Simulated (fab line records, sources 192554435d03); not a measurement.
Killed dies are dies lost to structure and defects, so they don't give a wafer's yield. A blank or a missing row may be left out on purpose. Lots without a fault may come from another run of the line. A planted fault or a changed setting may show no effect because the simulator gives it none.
Problem report in the 8D (eight disciplines) form, filled by code | flow n5_finfet | the parts of the form that need people (team, actions taken, sign-off) are left out

1. THE PROBLEM
oes_product_au at N5_SD_EPI_N_ETCH_35 reads a mean of 0.29 a.u. on 6 wafers of 2 lots; wafers without a fault read 0.67 a.u. with a standard deviation of 0.051. That is -7.5 standard deviations from the usual mean.
The step: etches SOC in N2/H2, overetch 108 nm, time 486 s.
First seen on wafer L778.1, day 6 00:50, on rie_diel-03. The record holds 26 wafers of 9 lots with a number at this step. Rule for "out", or "out of limits": more than 4 standard deviations from the usual mean. The other wafers with a number count as sound.

2. WHAT IT IS AND WHAT IT IS NOT
question                    | is                     | is not
which readings at this step | oes_product_au         | bias_w, chamber_pressure_mTorr, drypump_motor_current_A, rf_vpp_V, showerhead_plenum_p_Torr, throttle_valve_pct
which lots                  | L778, L779             | L767, L768, L769, L774, L786, L787, L788
which wafers of those lots  | all that have a number | -
read on which tools         | rie_diel-03            | rie_diel-01, rie_diel-05
when                        | from day 6 00:50       | up to then (11 sound wafers); but 9 sound wafers of L786, L787, L788 came after

3. SUSPECTS, AND WHAT RULES EACH OUT
Counting: a tool at a process step up to the reading stays a suspect if it ran every lot that is out and no sound lot after the first of them.
- rie_diel-03 at N5_SD_EPI_N_DESCUM_14 (chemistry O2, time 7.9 s): ruled out as a lasting fault. Sound lots L788 ran on it after its first lot that is out, L778 (day 6 00:44).
- rie_diel-03 at N5_SD_EPI_N_ETCH_34 (etches SiARC in CF4, target depth 45.5 nm, time 75.8 s): ruled out as a lasting fault. Sound lots L788 ran on it after its first lot that is out, L778 (day 6 00:46).
- rie_diel-03 at N5_SD_EPI_N_ETCH_35 (etches SOC in N2/H2, overetch 108 nm, time 486 s): ruled out as a lasting fault. Sound lots L788 ran on it after its first lot that is out, L778 (day 6 00:50).
Left after counting: nothing in the record.

4. THE CAUSE (what the simulator had put in)
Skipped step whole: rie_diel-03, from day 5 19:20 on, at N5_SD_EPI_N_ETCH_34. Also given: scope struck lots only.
Counting ruled it out, wrongly.

5. THE CHAIN OF EFFECTS, in route order
Each row: a reading whose mean over the struck wafers that have a number lies more than 3 standard deviations from the usual. Only readings for which the record gives a usual standard deviation are gone through. hours: the time from each lot's start at the first step in this table that gives one to its start at this step, as a median over the lots. sigmas: the change in usual standard deviations.
hours | step                    | reading              | usual     | on struck wafers | change | sigmas
0     | N5_SD_EPI_N_ETCH_35     | oes_product_au       | 0.67 a.u. | 0.29             | -0.38  | -7.5
225   | N5_PASSIVATION_PROBE_49 | defect_limited_yield | 90.9 %    | 0.0              | -90.9  | -57
225   | N5_PASSIVATION_PROBE_49 | killed_at_front_end  | 43        | 1116             | +1073  | +98
225   | N5_PASSIVATION_PROBE_49 | killed_dies          | 107       | 1180             | +1073  | +56
225   | N5_PASSIVATION_PROBE_49 | killed_on_rim        | 14        | 152              | +138   | +35
225   | N5_PASSIVATION_PROBE_49 | sort_bin_5_function  | 5.3 %     | 96.2             | +91.0  | +83
225   | N5_PASSIVATION_PROBE_49 | sort_n_pass          | 1073      | 0                | -1073  | -56
225   | N5_PASSIVATION_PROBE_49 | sort_yield_pct       | 90.9 %    | 0.0              | -90.9  | -57
The process steps in it:
- N5_SD_EPI_N_ETCH_35: etches SOC in N2/H2, overetch 108 nm, time 486 s.
- N5_PASSIVATION_PROBE_49
Readings that are blank on the struck wafers while sound wafers have them: bias_w at N5_SD_EPI_N_ETCH_34; cf4_flow_sccm at N5_SD_EPI_N_ETCH_34; drypump_motor_current_A at N5_SD_EPI_N_ETCH_34; etch_rf_on_time_s at N5_SD_EPI_N_ETCH_34; mfc_ar_sccm at N5_SD_EPI_N_ETCH_34; oes_product_au at N5_SD_EPI_N_ETCH_34; rf_vpp_V at N5_SD_EPI_N_ETCH_34; showerhead_plenum_p_Torr at N5_SD_EPI_N_ETCH_34; and 1 more.

6. WHAT WOULD HAVE CAUGHT IT SOONER
In this record the first reading out of limits was taken at day 6 00:50, 5 hours after the fault began at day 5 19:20.
At N5_SD_EPI_N_ETCH_34 the tool's readings are blank on the struck wafers, where sound wafers have them: an empty tool record is the first sign, and it was there at once.
